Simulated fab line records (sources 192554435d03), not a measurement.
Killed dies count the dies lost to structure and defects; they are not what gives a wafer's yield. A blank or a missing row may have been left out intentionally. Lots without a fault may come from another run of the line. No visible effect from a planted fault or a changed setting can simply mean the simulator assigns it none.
Struck lot and sound lot, side by side ; flow n5_finfet ; 41 steps out of a route of 1938
Sound: wafers L695.1, L695.2, L695.6. The struck wafers were L700.2, L700.3, L700.6. At the end, the cause is stated.
Order at every step that has rows: each side's tool, ch and its chambers, its first start. Under that, the readings that differ: sound wafers ; struck wafers ; difference of the means ; sigmas: that difference in standard deviations of wafers without a fault.
alike: words and numbers the same on both sides, and readings whose means are apart by under 2 such deviations; not compared: readings that were withheld, readings missing a value for some wafer, numbers with overlapping values and no deviation given by the record, and bounds like >300 which may hide the same value.
Wherever a step has rows on one side only, a row that says differs or no value, or a row with sigmas, the two part there. Non-overlapping numbers with no deviation appear without sigmas and do not part them. A reading that every wafer of one side lacks parts them only if that side has two wafers or more.

first, 10 steps without rows for these wafers: N5_DUMMY_GATE_ETCH_44 (etches poly-Si in HBr/O2, stops on SiO2, target depth 127.5 nm); N5_DUMMY_GATE_ETCH_42 (etches SiO2 in CHF3/O2, target depth 3.5 nm, time 31 s); N5_DUMMY_GATE_STRIP_48 (strips in N2/H2, time 20 s); N5_DUMMY_GATE_PRECLEAN_33 (cleans in dHF, time 10 s); N5_DUMMY_GATE_PRECLEAN_25 (cleans in O3/DIW, time 45 s); N5_DUMMY_GATE_PRECLEAN_51 (cleans in SC2, time 45 s); N5_DUMMY_GATE_SRD_26 (time 30 s); N5_DUMMY_GATE_UV_OZONE_45 (time 120 s); N5_SPACER0_ALD_07 (deposits SiNx, target thk 2 nm); N5_SPACER0_ALD_00 (deposits SiOCN, target thk 3.5 nm, pulse time 3 s, purge time 2 s).
N5_SPACER0_ALD_08: deposits SiNx, target thk 2 nm.
  sound on ald_sin-02 ch 1,2, day 4 00:13; struck on ald_sin-02 ch 0,1,3, day 5 09:17
  alike: heater_power_w
N5_SPACER0_INSPECT_04: inspects for defects (darkfield).
  sound: defect_inspect-01 at day 4 00:22; struck: defect_inspect-01 at day 5 09:27
reading;sound;struck;difference;sigmas
raw_defect_count;139 110 113;365 404 428;+278;+7
then, 8 steps without rows for these wafers: N5_SD_EPI_N_COAT_32 (time 60 s, resist thk 350 nm); N5_SD_EPI_N_COAT_33 (time 60 s, resist thk 35 nm); N5_SD_EPI_N_COAT_03 (resist thk 150 nm); N5_SD_EPI_N_EBR_05; N5_SD_EPI_N_SOFTBAKE_04 (time 60 s); N5_SD_EPI_N_EXPOSE_06 (exposes mask SD N BLK, target cd 120 nm); N5_SD_EPI_N_PEB_07 (peb time 60 s); N5_SD_EPI_N_DEVELOP_08 (develop time 30 s).
N5_SD_EPI_N_INSPECT_11: inspects for defects (macro).
  sound: defect_inspect-01 at day 4 00:42; struck: defect_inspect-01 at day 5 09:55
reading;sound;struck;difference;sigmas
raw_defect_count;1 2 5;267 296 300;+285;+99 or more
then, 16 steps without rows for these wafers: N5_SD_EPI_N_DESCUM_14 (chemistry O2, time 7.9 s); N5_SD_EPI_N_ETCH_34 (etches SiARC in CF4, target depth 45.5 nm, time 75.8 s); N5_SD_EPI_N_ETCH_35 (etches SOC in N2/H2, overetch 108 nm, time 486 s); N5_SD_EPI_N_STRIP_36 (strips in N2/H2); N5_SD_EPI_N_ETCHBACK_44 (etches SiNx in CH3F/O2, stops on SiO2, target depth 14.5 nm); N5_SD_EPI_N_ETCH_45 (etches SiOCN in CH3F/O2, target depth 6 nm); N5_SD_EPI_N_ETCH_16 (etches SiO2 in CHF3/O2, target depth 5 nm); N5_SD_EPI_N_STRIP_47 (strips in CHF3/O2); N5_SD_EPI_N_SD_RECESS_17 (chemistry HBr/Cl2/O2, target depth 41 nm, time 23.7 s, bt time 3 s); N5_SD_EPI_N_STRIP_38 (strips in N2/H2); N5_SD_EPI_N_WET_ETCH_43 (etches SiO2 in dHF, time 14 s, target depth 1.5 nm); N5_SD_EPI_N_STRIP_18 (strips in SPM, time 750 s); N5_SD_EPI_N_SRD_20 (time 30 s); N5_SD_EPI_N_PRECLEAN_48 (cleans in NF3:NH3, afs cycles 2, time 20 s, sublimation time 60 s); N5_SD_EPI_N_VAPOR_ETCH_50 (etches Si in HCl, time 54 s); N5_SD_EPI_N_EPI_21 (deposits Si:P, time 690 s).
N5_SD_EPI_N_INSPECT_26: inspects for defects (darkfield).
  sound: defect_inspect-01 at day 4 05:50; struck: defect_inspect-01 at day 5 14:47
reading;sound;struck;difference;sigmas
raw_defect_count;376 266 275;417 433 460;+131;+3
N5_SD_EPI_P_INSPECT_26: inspects for defects (darkfield).
  sound: defect_inspect-02 at day 4 10:43; struck: defect_inspect-01 at day 5 19:50
reading;sound;struck;difference;sigmas
raw_defect_count;370 264 272;405 431 460;+130;+3
-- a jump in the record: the struck wafers' starts before and after are 5 days apart (it breaks off in module SD_EPI_P and resumes in module BEOL_M4, where the first step shown is number 1111 of the route) --
N5_BEOL_M4_RC_MEAS_101:
  sound on prober-02 ch 0, day 9 08:45; struck on prober-02 ch 0, day 10 17:40
  alike: DIBL_N, DIBL_P, IOFF_N, IOFF_P, ION_N, ION_P, SS_N, SS_P, VT_N, VT_P
-- a jump in the record: the struck wafers' starts before and after are 5 days apart (it breaks off in module BEOL_M4 and resumes in module PASSIVATION, where the first step shown is number 1936 of the route) --
N5_PASSIVATION_PROBE_49:
  the record has rows for the struck wafers here (prober-01, day 15 09:06) and none for the sound ones

## WHERE THEY PART
First at N5_SPACER0_INSPECT_04; last, within this record, at N5_PASSIVATION_PROBE_49.

WHY: the cause the simulator had injected
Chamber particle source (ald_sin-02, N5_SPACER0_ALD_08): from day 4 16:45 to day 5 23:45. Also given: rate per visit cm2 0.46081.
